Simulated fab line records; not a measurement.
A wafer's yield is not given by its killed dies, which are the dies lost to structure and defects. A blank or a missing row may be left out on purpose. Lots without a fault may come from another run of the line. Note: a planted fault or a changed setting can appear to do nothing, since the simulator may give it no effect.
Split-lot trial :: flow n5Finfet :: on a route of 1938 steps: 7 lots, 21 wafers read

== THE SPLIT ==
At N5_BEOL_M3_PECVD_72 (deposits SiO2 from TEOS/O2, target thk 16 nm, time 18 s), the setting timeS was moved away from the recipe's 18 s on 8 of the 21 wafers read, by -10.3% to -4.1%. All remaining wafers had this setting at the recipe value.

== FROM THE SPLIT TO THE READING: what the file shows between them, 9 steps ==
- N5_BEOL_M3_COAT_73: time 60 s, resist thk 5 nm (also split here: spinRpm)
- N5_BEOL_M3_COAT_05: resist thk 30 nm
- N5_BEOL_M3_EBR_07
- N5_BEOL_M3_DESCUM_16: chemistry O2, time 7 s
- N5_BEOL_M3_ETCH_74: etches underlayer in N2/H2, target depth 6.5 nm, time 5.2 s
- N5_BEOL_M3_VIA_ETCH_34: etches the open film in C4F6/O2, target depth 69.4 nm, time 65.9 s (also split here: timeS)
- N5_BEOL_M3_TRENCH_ETCH_37: etches SiOC in C4F6/O2, target depth 55.555 nm, time 29.2 s (also split here: timeS)
- N5_BEOL_M3_ETCH_41: etches SiCN in CH3F/O2, target depth 29.9 nm, time 52.5 s
- N5_BEOL_M3_STRIP_97: strips in N2/H2, time 10 s

== THE READING ==
SiO2_of_BEOL_M3_PECVD_72.thkNm (the simulator's own value, which no gauge read), in nm, at N5_BEOL_M3_HM_STRIP_39 (strips TiN in peroxide tin strip, target depth 25 nm, time 158 s). The file does not state a usual value for it. Average 15.9 nm, standard deviation 0.39 nm, over the 13 wafers here run with the recipe.

wafer: L074.1
tool, chamber at the split: pecvd-02, 2
timeS as run, s: 16.61
against the recipe: -7.7%
SiO2_of_BEOL_M3_PECVD_72.thkNm, nm: 14.4
against lot-mates on the recipe: -1.1

wafer: L074.3
tool, chamber at the split: pecvd-02, 0
timeS as run, s: 18
against the recipe: recipe
SiO2_of_BEOL_M3_PECVD_72.thkNm, nm: 15.4
against lot-mates on the recipe: -

wafer: L074.5
tool, chamber at the split: pecvd-02, 1
timeS as run, s: 18
against the recipe: recipe
SiO2_of_BEOL_M3_PECVD_72.thkNm, nm: 15.6
against lot-mates on the recipe: -

wafer: L077.1
tool, chamber at the split: pecvd-04, 0,2
timeS as run, s: 18
against the recipe: recipe
SiO2_of_BEOL_M3_PECVD_72.thkNm, nm: 16
against lot-mates on the recipe: -

wafer: L077.2
tool, chamber at the split: pecvd-04, 0,2
timeS as run, s: 18
against the recipe: recipe
SiO2_of_BEOL_M3_PECVD_72.thkNm, nm: 16
against lot-mates on the recipe: -

wafer: L077.4
tool, chamber at the split: pecvd-04, 1
timeS as run, s: 18
against the recipe: recipe
SiO2_of_BEOL_M3_PECVD_72.thkNm, nm: 16.8
against lot-mates on the recipe: -

wafer: L076.1
tool, chamber at the split: pecvd-01, 2
timeS as run, s: 16.35
against the recipe: -9.2%
SiO2_of_BEOL_M3_PECVD_72.thkNm, nm: 14.6
against lot-mates on the recipe: -1.4

wafer: L076.4
tool, chamber at the split: pecvd-01, 1
timeS as run, s: 18
against the recipe: recipe
SiO2_of_BEOL_M3_PECVD_72.thkNm, nm: 16
against lot-mates on the recipe: -

wafer: L076.6
tool, chamber at the split: pecvd-01, 0
timeS as run, s: 16.35
against the recipe: -9.2%
SiO2_of_BEOL_M3_PECVD_72.thkNm, nm: 14.8
against lot-mates on the recipe: -1.2

wafer: L079.1
tool, chamber at the split: pecvd-01, 0,1
timeS as run, s: 17.27
against the recipe: -4.1%
SiO2_of_BEOL_M3_PECVD_72.thkNm, nm: 15.4
against lot-mates on the recipe: -0.2

wafer: L079.2
tool, chamber at the split: pecvd-01, 1
timeS as run, s: 18
against the recipe: recipe
SiO2_of_BEOL_M3_PECVD_72.thkNm, nm: 15.6
against lot-mates on the recipe: -

wafer: L079.6
tool, chamber at the split: pecvd-01, 0,1
timeS as run, s: 17.27
against the recipe: -4.1%
SiO2_of_BEOL_M3_PECVD_72.thkNm, nm: 15.2
against lot-mates on the recipe: -0.4

wafer: L083.1
tool, chamber at the split: pecvd-01, 2
timeS as run, s: 16.14
against the recipe: -10.3%
SiO2_of_BEOL_M3_PECVD_72.thkNm, nm: 14.6
against lot-mates on the recipe: -1.4

wafer: L083.2
tool, chamber at the split: pecvd-01, 1
timeS as run, s: 16.14
against the recipe: -10.3%
SiO2_of_BEOL_M3_PECVD_72.thkNm, nm: 14
against lot-mates on the recipe: -2.0

wafer: L083.5
tool, chamber at the split: pecvd-01, 0
timeS as run, s: 18
against the recipe: recipe
SiO2_of_BEOL_M3_PECVD_72.thkNm, nm: 16
against lot-mates on the recipe: -

wafer: L086.2
tool, chamber at the split: pecvd-01, 0
timeS as run, s: 18
against the recipe: recipe
SiO2_of_BEOL_M3_PECVD_72.thkNm, nm: 15.8
against lot-mates on the recipe: -

wafer: L086.3
tool, chamber at the split: pecvd-01, 1
timeS as run, s: 18
against the recipe: recipe
SiO2_of_BEOL_M3_PECVD_72.thkNm, nm: 15.6
against lot-mates on the recipe: -

wafer: L086.6
tool, chamber at the split: pecvd-01, 0
timeS as run, s: 18
against the recipe: recipe
SiO2_of_BEOL_M3_PECVD_72.thkNm, nm: 16.4
against lot-mates on the recipe: -

wafer: L087.1
tool, chamber at the split: pecvd-04, 2
timeS as run, s: 17
against the recipe: -5.6%
SiO2_of_BEOL_M3_PECVD_72.thkNm, nm: 15
against lot-mates on the recipe: -0.5

wafer: L087.3
tool, chamber at the split: pecvd-04, 0
timeS as run, s: 18
against the recipe: recipe
SiO2_of_BEOL_M3_PECVD_72.thkNm, nm: 15.4
against lot-mates on the recipe: -

wafer: L087.6
tool, chamber at the split: pecvd-04, 0
timeS as run, s: 18
against the recipe: recipe
SiO2_of_BEOL_M3_PECVD_72.thkNm, nm: 15.6
against lot-mates on the recipe: -
When a row names more than one chamber, that row covers several wafers, and the file does not tell which wafer ran in which chamber.

THE FIT
A straight line over all 21 wafers: SiO2_of_BEOL_M3_PECVD_72.thkNm changes by +0.147 nm for each +1% of timeS; r = +0.87; the points scatter about the line by 0.35 nm.
The same after taking each lot's own level away (the mean of its wafers on the recipe; 21 wafers): +0.148 nm for each +1%; r = +0.92; scatter 0.27 nm.
According to that fit, moving timeS by its largest amount changes the reading by 1.5 nm.
The lots' own levels span 15.50 to 16.27 nm, that is 2.0 times the standard deviation above.
So the lot-to-lot level changes the slope little: the two slopes agree.
Check: for one of the wafers moved furthest among these (-10.3%), held out of the fit, the line's prediction against its lot-mates is -1.52 nm. Against them it came out at -1.4 nm.

== OTHER SPLITS APPLIED TO THESE WAFERS ==
Other splits were also applied to these wafers ahead of the reading. Each is held against what the fit with the lots' levels taken away leaves over:
other split on the same wafers: N5_BEOL_M1_VIA_ETCH_34 timeS
wafers away from the commonest value: 9
r with SiO2_of_BEOL_M3_PECVD_72.thkNm (lot level and that fit taken away): -0.42

other split on the same wafers: N5_BEOL_M2_COAT_62 spinRpm
wafers away from the commonest value: 5
r with SiO2_of_BEOL_M3_PECVD_72.thkNm (lot level and that fit taken away): -0.22

other split on the same wafers: N5_BEOL_M2_ETCH_74 sourceW
wafers away from the commonest value: 6
r with SiO2_of_BEOL_M3_PECVD_72.thkNm (lot level and that fit taken away): +0.18

other split on the same wafers: N5_BEOL_M3_COAT_73 spinRpm
wafers away from the commonest value: 7
r with SiO2_of_BEOL_M3_PECVD_72.thkNm (lot level and that fit taken away): +0.37

other split on the same wafers: N5_BEOL_M3_VIA_ETCH_34 timeS
wafers away from the commonest value: 7
r with SiO2_of_BEOL_M3_PECVD_72.thkNm (lot level and that fit taken away): +0.16

other split on the same wafers: N5_BEOL_M3_TRENCH_ETCH_37 timeS
wafers away from the commonest value: 5
r with SiO2_of_BEOL_M3_PECVD_72.thkNm (lot level and that fit taken away): -0.08

== THE WHOLE CHAIN: every reading that the file lists as answering this split, in the file's order ==
step: N5_BEOL_M3_PECVD_72
what it does: deposits SiO2 from TEOS/O2, target thk 16 nm, time 18 s
reading: SiO2_of_BEOL_M3_PECVD_72.thkNm (the simulator's own value, which no gauge read)
change (the file's fit): +0.151 nm for each +1% of the setting
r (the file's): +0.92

step: N5_BEOL_M3_HM_STRIP_39
what it does: strips TiN in peroxide tin strip, target depth 25 nm, time 158 s
reading: SiO2_of_BEOL_M3_PECVD_72.thkNm (the simulator's own value, which no gauge read)
change (the file's fit): +0.141 nm for each +1% of the setting
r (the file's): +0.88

== FILE'S OWN FIT ==
SiO2_of_BEOL_M3_PECVD_72.thkNm changes by +0.141 nm for each +1% of timeS, r = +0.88.
